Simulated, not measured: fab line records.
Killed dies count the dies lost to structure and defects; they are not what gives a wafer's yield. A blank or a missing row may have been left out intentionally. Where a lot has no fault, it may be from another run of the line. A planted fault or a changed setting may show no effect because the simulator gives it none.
Which tool is to blame? :: flow n5-finfet :: 11 lots with 33 wafers sampled at 4 steps, on a route of 1938 steps

## WHAT THE GAUGES READ, wafer by wafer
The record holds no reading of a measuring or inspecting step that can be judged against a usual standard deviation.

## EACH LOT AND THE TOOL THAT RAN IT (in order: tool; ch and the chambers of the sampled wafers; start)
lot: L288
N5_WELL_APT_PEB_06: litho-track-01 ch 0, day 1 13:35
N5_PMOS_HMC_CHANNEL_EPI_HM_OPEN_15: rie-diel-06 ch 0,3, day 1 17:17
N5_PMOS_HMC_CHANNEL_EPI_ETCH_38: rie-si-06 ch 0,3, day 1 17:38
N5_PMOS_HMC_CHANNEL_EPI_CMP_21: cmp-04 ch 1,2, day 1 19:10

lot: L289
N5_WELL_APT_PEB_06: litho-track-01 ch 0, day 1 19:36
N5_PMOS_HMC_CHANNEL_EPI_HM_OPEN_15: rie-diel-01 ch 1,2,3, day 1 23:41
N5_PMOS_HMC_CHANNEL_EPI_ETCH_38: rie-si-06 ch 0,1, day 2 00:03
N5_PMOS_HMC_CHANNEL_EPI_CMP_21: cmp-01 ch 0,3, day 2 01:58

lot: L290
N5_WELL_APT_PEB_06: litho-track-04 ch 0, day 2 01:38
N5_PMOS_HMC_CHANNEL_EPI_HM_OPEN_15: rie-diel-06 ch 1,3, day 2 05:22
N5_PMOS_HMC_CHANNEL_EPI_ETCH_38: rie-si-04 ch 0,2, day 2 05:43
N5_PMOS_HMC_CHANNEL_EPI_CMP_21: cmp-04 ch 0,2,3, day 2 07:19

lot: L291
N5_WELL_APT_PEB_06: litho-track-01 ch 0, day 2 08:08
N5_PMOS_HMC_CHANNEL_EPI_HM_OPEN_15: rie-diel-01 ch 0,1,3, day 2 11:52
N5_PMOS_HMC_CHANNEL_EPI_ETCH_38: rie-si-01 ch 0,3, day 2 12:14
N5_PMOS_HMC_CHANNEL_EPI_CMP_21: cmp-03 ch 0,1,2, day 2 13:46

lot: L292
N5_WELL_APT_PEB_06: litho-track-03 ch 0, day 2 13:28
N5_PMOS_HMC_CHANNEL_EPI_HM_OPEN_15: rie-diel-06 ch 2,3, day 2 17:17
N5_PMOS_HMC_CHANNEL_EPI_ETCH_38: rie-si-06 ch 0,1,2, day 2 17:39
N5_PMOS_HMC_CHANNEL_EPI_CMP_21: cmp-04 ch 0,1,3, day 2 19:11

lot: L298
N5_WELL_APT_PEB_06: litho-track-03 ch 0, day 4 01:35
N5_PMOS_HMC_CHANNEL_EPI_HM_OPEN_15: rie-diel-03 ch 1,2, day 4 05:05
N5_PMOS_HMC_CHANNEL_EPI_ETCH_38: rie-si-06 ch 0,1, day 4 05:27
N5_PMOS_HMC_CHANNEL_EPI_CMP_21: cmp-04 ch 0,3, day 4 06:59

lot: L299
N5_WELL_APT_PEB_06: litho-track-01 ch 0, day 4 07:41
N5_PMOS_HMC_CHANNEL_EPI_HM_OPEN_15: rie-diel-03 ch 2,3, day 4 12:08
N5_PMOS_HMC_CHANNEL_EPI_ETCH_38: rie-si-04 ch 1,2,3, day 4 12:30
N5_PMOS_HMC_CHANNEL_EPI_CMP_21: cmp-03 ch 0,2,3, day 4 14:38

lot: L303
N5_WELL_APT_PEB_06: litho-track-04 ch 0, day 5 07:27
N5_PMOS_HMC_CHANNEL_EPI_HM_OPEN_15: rie-diel-06 ch 0,1,2, day 5 11:26
N5_PMOS_HMC_CHANNEL_EPI_ETCH_38: rie-si-04 ch 1,2,3, day 5 11:47
N5_PMOS_HMC_CHANNEL_EPI_CMP_21: cmp-03 ch 0,2,3, day 5 13:19

lot: L304
N5_WELL_APT_PEB_06: litho-track-03 ch 0, day 5 13:34
N5_PMOS_HMC_CHANNEL_EPI_HM_OPEN_15: rie-diel-06 ch 1,2, day 5 17:09
N5_PMOS_HMC_CHANNEL_EPI_ETCH_38: rie-si-06 ch 2,3, day 5 17:31
N5_PMOS_HMC_CHANNEL_EPI_CMP_21: cmp-03 ch 0,2, day 5 19:29

lot: L308
N5_WELL_APT_PEB_06: litho-track-04 ch 0, day 6 13:44
N5_PMOS_HMC_CHANNEL_EPI_HM_OPEN_15: rie-diel-06 ch 0,2,3, day 6 17:47
N5_PMOS_HMC_CHANNEL_EPI_ETCH_38: rie-si-06 ch 0,2,3, day 6 18:08
N5_PMOS_HMC_CHANNEL_EPI_CMP_21: cmp-04 ch 0,1,2, day 6 19:40

lot: L310
N5_WELL_APT_PEB_06: litho-track-04 ch 0, day 7 01:29
N5_PMOS_HMC_CHANNEL_EPI_HM_OPEN_15: rie-diel-03 ch 0,2, day 7 05:10
N5_PMOS_HMC_CHANNEL_EPI_ETCH_38: rie-si-04 ch 0,1,2, day 7 05:33
N5_PMOS_HMC_CHANNEL_EPI_CMP_21: cmp-04 ch 0,1,2, day 7 07:07
- N5_WELL_APT_PEB_06: peb time 90 s.
- N5_PMOS_HMC_CHANNEL_EPI_HM_OPEN_15: chemistry CHF3/O2, target SiO2, target depth 40.6 nm, time 20.3 s.
- N5_PMOS_HMC_CHANNEL_EPI_ETCH_38: etches SiO2 in CF4, target depth 1.5 nm.
- N5_PMOS_HMC_CHANNEL_EPI_CMP_21: polishes SiGe30, target thk 54 nm.

## WHAT THE TOOLS THEMSELVES READ (means of the sampled wafers that have a number; where no wafer has one, the mark that the record gives instead)
N5_WELL_APT_PEB_06. Usual: heater-power-total-W reads 172.5 W (standard deviation 0.75).
lot: L288
tool: litho-track-01
heater-power-total-W (W): 172.9
flag: 

lot: L289
tool: litho-track-01
heater-power-total-W (W): 172.5
flag: 

lot: L290
tool: litho-track-04
heater-power-total-W (W): 172.2
flag: 

lot: L291
tool: litho-track-01
heater-power-total-W (W): 171.9
flag: 

lot: L292
tool: litho-track-03
heater-power-total-W (W): 172.3
flag: 

lot: L298
tool: litho-track-03
heater-power-total-W (W): 172.3
flag: 

lot: L299
tool: litho-track-01
heater-power-total-W (W): 176.7
flag: OFF

lot: L303
tool: litho-track-04
heater-power-total-W (W): 172.8
flag: 

lot: L304
tool: litho-track-03
heater-power-total-W (W): 172.3
flag: 

lot: L308
tool: litho-track-04
heater-power-total-W (W): 172.9
flag: 

lot: L310
tool: litho-track-04
heater-power-total-W (W): 172.7
flag: 

N5_PMOS_HMC_CHANNEL_EPI_HM_OPEN_15. Usual: drypump-motor-current-A 5.9 A, standard deviation 0.45; mfc-ar-sccm 200.0 sccm, standard deviation 0.65; oes-product-au 0.76 a.u., standard deviation 0.059; rf-vpp-V 519 V, standard deviation 16; showerhead-plenum-p-Torr 2.40 Torr, standard deviation 0.093; throttle-valve-pct 19.0 %, standard deviation 0.32.
lot: L288
tool: rie-diel-06
drypump-motor-current-A (A): 6.1
mfc-ar-sccm (sccm): 200.7
oes-product-au (a.u.): 0.82
rf-vpp-V (V): 500
showerhead-plenum-p-Torr (Torr): 2.28
throttle-valve-pct (%): 18.6
flag: 

lot: L289
tool: rie-diel-01
drypump-motor-current-A (A): 5.4
mfc-ar-sccm (sccm): 199.5
oes-product-au (a.u.): 0.77
rf-vpp-V (V): 523
showerhead-plenum-p-Torr (Torr): 2.48
throttle-valve-pct (%): 19.2
flag: 

lot: L290
tool: rie-diel-06
drypump-motor-current-A (A): 6.3
mfc-ar-sccm (sccm): 200.0
oes-product-au (a.u.): 0.70
rf-vpp-V (V): 513
showerhead-plenum-p-Torr (Torr): 2.27
throttle-valve-pct (%): 19.0
flag: 

lot: L291
tool: rie-diel-01
drypump-motor-current-A (A): 5.5
mfc-ar-sccm (sccm): 199.2
oes-product-au (a.u.): 0.76
rf-vpp-V (V): 515
showerhead-plenum-p-Torr (Torr): 2.45
throttle-valve-pct (%): 19.2
flag: 

lot: L292
tool: rie-diel-06
drypump-motor-current-A (A): 5.7
mfc-ar-sccm (sccm): 199.6
oes-product-au (a.u.): 0.76
rf-vpp-V (V): 518
showerhead-plenum-p-Torr (Torr): 2.35
throttle-valve-pct (%): 19.1
flag: 

lot: L298
tool: rie-diel-03
drypump-motor-current-A (A): 6.4
mfc-ar-sccm (sccm): 199.7
oes-product-au (a.u.): 0.71
rf-vpp-V (V): 548
showerhead-plenum-p-Torr (Torr): 2.44
throttle-valve-pct (%): 19.1
flag: 

lot: L299
tool: rie-diel-03
drypump-motor-current-A (A): 6.1
mfc-ar-sccm (sccm): 199.6
oes-product-au (a.u.): 0.75
rf-vpp-V (V): 548
showerhead-plenum-p-Torr (Torr): 2.45
throttle-valve-pct (%): 18.9
flag: 

lot: L303
tool: rie-diel-06
drypump-motor-current-A (A): 6.2
mfc-ar-sccm (sccm): 200.3
oes-product-au (a.u.): 0.80
rf-vpp-V (V): 520
showerhead-plenum-p-Torr (Torr): 2.42
throttle-valve-pct (%): 19.0
flag: 

lot: L304
tool: rie-diel-06
drypump-motor-current-A (A): 6.2
mfc-ar-sccm (sccm): 200.3
oes-product-au (a.u.): 0.85
rf-vpp-V (V): 529
showerhead-plenum-p-Torr (Torr): 2.51
throttle-valve-pct (%): 19.0
flag: 

lot: L308
tool: rie-diel-06
drypump-motor-current-A (A): 6.0
mfc-ar-sccm (sccm): 200.5
oes-product-au (a.u.): 0.76
rf-vpp-V (V): 510
showerhead-plenum-p-Torr (Torr): 2.31
throttle-valve-pct (%): 18.9
flag: 

lot: L310
tool: rie-diel-03
drypump-motor-current-A (A): 5.9
mfc-ar-sccm (sccm): 200.2
oes-product-au (a.u.): 0.74
rf-vpp-V (V): 545
showerhead-plenum-p-Torr (Torr): 2.50
throttle-valve-pct (%): 19.2
flag: 

N5_PMOS_HMC_CHANNEL_EPI_ETCH_38. Usual: drypump-motor-current-A 5.7 A, standard deviation 0.47; oes-product-au 0.983 a.u., standard deviation 0.025; throttle-valve-pct 21.90 %, standard deviation 0.29.
lot: L288
tool: rie-si-06
drypump-motor-current-A (A): 6.0
oes-product-au (a.u.): 0.973
throttle-valve-pct (%): 21.57
flag: 

lot: L289
tool: rie-si-06
drypump-motor-current-A (A): 6.1
oes-product-au (a.u.): 0.960
throttle-valve-pct (%): 21.54
flag: 

lot: L290
tool: rie-si-04
drypump-motor-current-A (A): 5.8
oes-product-au (a.u.): 1.002
throttle-valve-pct (%): 22.17
flag: 

lot: L291
tool: rie-si-01
drypump-motor-current-A (A): 5.5
oes-product-au (a.u.): 0.972
throttle-valve-pct (%): 21.93
flag: 

lot: L292
tool: rie-si-06
drypump-motor-current-A (A): 5.8
oes-product-au (a.u.): 0.982
throttle-valve-pct (%): 21.75
flag: 

lot: L298
tool: rie-si-06
drypump-motor-current-A (A): 6.0
oes-product-au (a.u.): 0.968
throttle-valve-pct (%): 21.54
flag: 

lot: L299
tool: rie-si-04
drypump-motor-current-A (A): 5.9
oes-product-au (a.u.): 0.970
throttle-valve-pct (%): 22.08
flag: 

lot: L303
tool: rie-si-04
drypump-motor-current-A (A): 5.9
oes-product-au (a.u.): 0.978
throttle-valve-pct (%): 22.08
flag: 

lot: L304
tool: rie-si-06
drypump-motor-current-A (A): 5.9
oes-product-au (a.u.): 1.026
throttle-valve-pct (%): 21.97
flag: 

lot: L308
tool: rie-si-06
drypump-motor-current-A (A): 5.8
oes-product-au (a.u.): 0.985
throttle-valve-pct (%): 21.76
flag: 

lot: L310
tool: rie-si-04
drypump-motor-current-A (A): 5.8
oes-product-au (a.u.): 0.980
throttle-valve-pct (%): 22.08
flag: 

N5_PMOS_HMC_CHANNEL_EPI_CMP_21. Usual: motor-current-A 12.4 A, standard deviation 1.1; pad-life-wafers 881, standard deviation 500.
lot: L288
tool: cmp-04
motor-current-A (A): 11.9
pad-life-wafers: 1896
flag: 

lot: L289
tool: cmp-01
motor-current-A (A): 13.5
pad-life-wafers: 252
flag: 

lot: L290
tool: cmp-04
motor-current-A (A): 12.0
pad-life-wafers: 1988
flag: 

lot: L291
tool: cmp-03
motor-current-A (A): 13.6
pad-life-wafers: 625
flag: 

lot: L292
tool: cmp-04
motor-current-A (A): 12.2
pad-life-wafers: 7
flag: 

lot: L298
tool: cmp-04
motor-current-A (A): 12.4
pad-life-wafers: 288
flag: 

lot: L299
tool: cmp-03
motor-current-A (A): 13.1
pad-life-wafers: 1040
flag: 

lot: L303
tool: cmp-03
motor-current-A (A): 13.2
pad-life-wafers: 1255
flag: 

lot: L304
tool: cmp-03
motor-current-A (A): 13.6
pad-life-wafers: 1310
flag: 

lot: L308
tool: cmp-04
motor-current-A (A): 11.4
pad-life-wafers: 728
flag: 

lot: L310
tool: cmp-04
motor-current-A (A): 12.2
pad-life-wafers: 836
flag: 

## THE ANSWER, worked out from the rows above alone
Rule: lot off if the mean of its wafers having a number is beyond 3 standard deviations from the usual mean. A lot without any number at a reading at which 4 lots or more have one is off too. Any other lot the step has rows for is counted as sound. First the gauges in route order, then the tools' own readings, where a lot's mean is used as printed above. At the first step where some lot is off, the reading lying furthest off is the one used; lots without a number count as furthest.
Off, at N5_WELL_APT_PEB_06 on heater-power-total-W: L299.
If a tool, at that step or one of the process steps before it, ran each lot that is off and ran no sound lot following the first of them, it fits. One fits: litho-track-01 at N5_WELL_APT_PEB_06. A fault onset in the window from L291 (day 2 08:08, its last sound lot) to L299 (day 4 07:41, its first lot off) fits.
On the lots that are off, the tool's own readings at N5_WELL_APT_PEB_06 differ by more than 5 times the standard deviation of the sound lots' means, which bears it out; heater-power-total-W reads 176.7 W there versus 172.5 W on the sound lots.

## WHAT THE SIMULATOR HAD PUT IN
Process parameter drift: litho-track-01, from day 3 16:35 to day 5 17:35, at N5_WELL_APT_PEB_06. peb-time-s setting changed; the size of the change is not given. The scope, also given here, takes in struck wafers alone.
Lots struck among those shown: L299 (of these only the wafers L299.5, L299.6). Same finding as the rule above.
